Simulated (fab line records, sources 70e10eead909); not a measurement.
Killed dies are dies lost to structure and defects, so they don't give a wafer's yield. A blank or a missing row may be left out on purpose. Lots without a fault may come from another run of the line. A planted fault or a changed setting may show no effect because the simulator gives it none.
A struck lot beside a sound one | flow nand_harc | 15 steps out of a route of 1159
Sound: wafers L412.1, L412.4, L412.5. Struck: wafers L406.2, L406.5, L406.6. The cause comes at the end.
At each step with rows: each side's tool, then ch and its chambers, then its first start. Under that, the readings that differ: sound wafers | struck wafers | difference of the means | sigmas: that difference in standard deviations of wafers without a fault.
alike: readings whose means differ by less than 2 such deviations, and words and numbers that are the same on both sides. not compared: withheld readings, readings that some wafer has no value for, bounds like >300 that may hide the same value, and numbers for which the record gives no deviation and whose values overlap.
The two part at a step that has a row with sigmas, a row that says differs or no value, or rows on one side only. Numbers that don't overlap but have no deviation are shown without sigmas and don't part them. A reading that every wafer of one side lacks parts them only if that side has two wafers or more.

first, 5 steps without rows for these wafers: NHARC_A_CONTACT_SOFTBAKE_64 (time 55 s); NHARC_A_CONTACT_EBR_65; NHARC_A_CONTACT_EXPOSE_66 (exposes mask A CC 2); NHARC_A_CONTACT_PEB_67 (peb time 65 s); NHARC_A_CONTACT_DEVELOP_68 (develop time 35 s).
NHARC_A_CONTACT_CD_MEAS_69: target cd 200 nm.
  sound on cd_sem-01 ch 0, day 21 08:13; struck on cd_sem-02 ch 0, day 19 19:42
  alike: cd_nm
NHARC_A_CONTACT_OVL_MEAS_70:
  sound on overlay-01, day 21 08:19; struck on overlay-01, day 19 19:47
  reading           | sound       | struck         | difference | sigmas
  overlay_x_nm (nm) | 0.9 1.3 0.1 | -2.4 -1.6 -1.3 | -2.5       | -3
  alike: overlay_y_nm
NHARC_A_CONTACT_INSPECT_71:
  sound on defect_inspect-01, day 21 08:21; struck on defect_inspect-02, day 19 19:49
  alike: raw_defect_count
NHARC_A_CONTACT_DESCUM_74: chemistry O2, time 3 s.
  sound on rie_diel-03 ch 2,3, day 21 08:26; struck on rie_diel-03 ch 0,3, day 19 19:53
  alike: drypump_motor_current_A, mfc_ar_sccm, oes_product_au, rf_vpp_V, showerhead_plenum_p_Torr, throttle_valve_pct
  not compared: rf_hours_counter_h
NHARC_A_CONTACT_ETCH_75: etches the open film in CF4, target depth 39 nm, time 65 s.
  sound on rie_diel-03 ch 2,3, day 21 08:31; struck on rie_diel-03 ch 1,2, day 19 20:02
  alike: bias_w, cf4_flow_sccm, drypump_motor_current_A, mfc_ar_sccm, oes_product_au, rf_vpp_V, showerhead_plenum_p_Torr, throttle_valve_pct
  not compared: rf_hours_counter_h
NHARC_A_CONTACT_ETCH_76: etches the open film in N2/H2, target depth 260 nm, time 475.3 s.
  sound on rie_diel-03 ch 1,2,3; struck on rie_diel-03 ch 1,2
  alike: bias_w, chamber_pressure_mTorr, drypump_motor_current_A, mfc_ar_sccm, n2_flow_sccm, oes_product_au, rf_vpp_V, showerhead_plenum_p_Torr, throttle_valve_pct
  not compared: rf_hours_counter_h
NHARC_A_CONTACT_ETCH_77: etches the open film in CF4/CHF3, target depth 72.6 nm, time 36.3 s.
  sound on rie_diel-03 ch 2,3; struck on rie_diel-03 ch 1,2
  reading            | sound         | struck    | difference | sigmas
  mfc_ar_sccm (sccm) | 0.044 0 0.044 | 0 0.008 0 | +0         | -2
  alike: bias_w, cf4_flow_sccm, drypump_motor_current_A, oes_product_au, rf_vpp_V, showerhead_plenum_p_Torr, throttle_valve_pct
  not compared: rf_hours_counter_h
NHARC_A_CONTACT_ETCH_78: etches the open film in O2/COS, target depth 2800 nm, time 728 s.
  sound on rie_diel-03 ch 1,3, day 21 09:07; struck on rie_diel-03 ch 0,3, day 19 20:33
  no value came back on the struck wafers for any of 8 readings (bias_w (W), chamber_pressure_mTorr (mTorr) and others); on the sound wafers bias_w (W) reads 299.0 299.4 298.9
  not compared: rf_hours_counter_h
NHARC_A_CONTACT_ETCH_124: etches the open film in C4F8/O2/Ar, time 140 s, target depth 700 nm.
  sound on har_cap_etch-02 ch 0, day 21 09:44; struck on har_cap_etch-02 ch 0,1, day 19 21:07
  alike: chamber_pressure_mTorr, oes_air_line_au
  not compared: rf_hours_counter_h
-- the record jumps here: 3 days lie between the struck wafers' starts before and after (it left off in module A_CONTACT and takes up again in module END, whose first step shown is number 1159 of the route) --
NHARC_END_SORT_01:
  sound on prober-01 ch 0, day 23 23:05; struck on prober-02 ch 0, day 23 01:22
  reading         | sound    | struck                                                               | difference                   | sigmas
  hold            | - - -    | await_dispo/1.6h/scrap await_dispo/1.6h/scrap await_dispo/1.6h/scrap | no value on the sound wafers |
  killed_at_array | 23 30 21 | 673 669 671                                                          | +646                         | +73
  killed_dies     | 30 31 23 | 677 677 677                                                          | +649                         | +73
  alike: killed_at_other, killed_at_periphery, killed_open, killed_short

WHERE THEY PART
First at NHARC_A_CONTACT_OVL_MEAS_70; last, within this record, at NHARC_END_SORT_01.

WHY: what the simulator had put in
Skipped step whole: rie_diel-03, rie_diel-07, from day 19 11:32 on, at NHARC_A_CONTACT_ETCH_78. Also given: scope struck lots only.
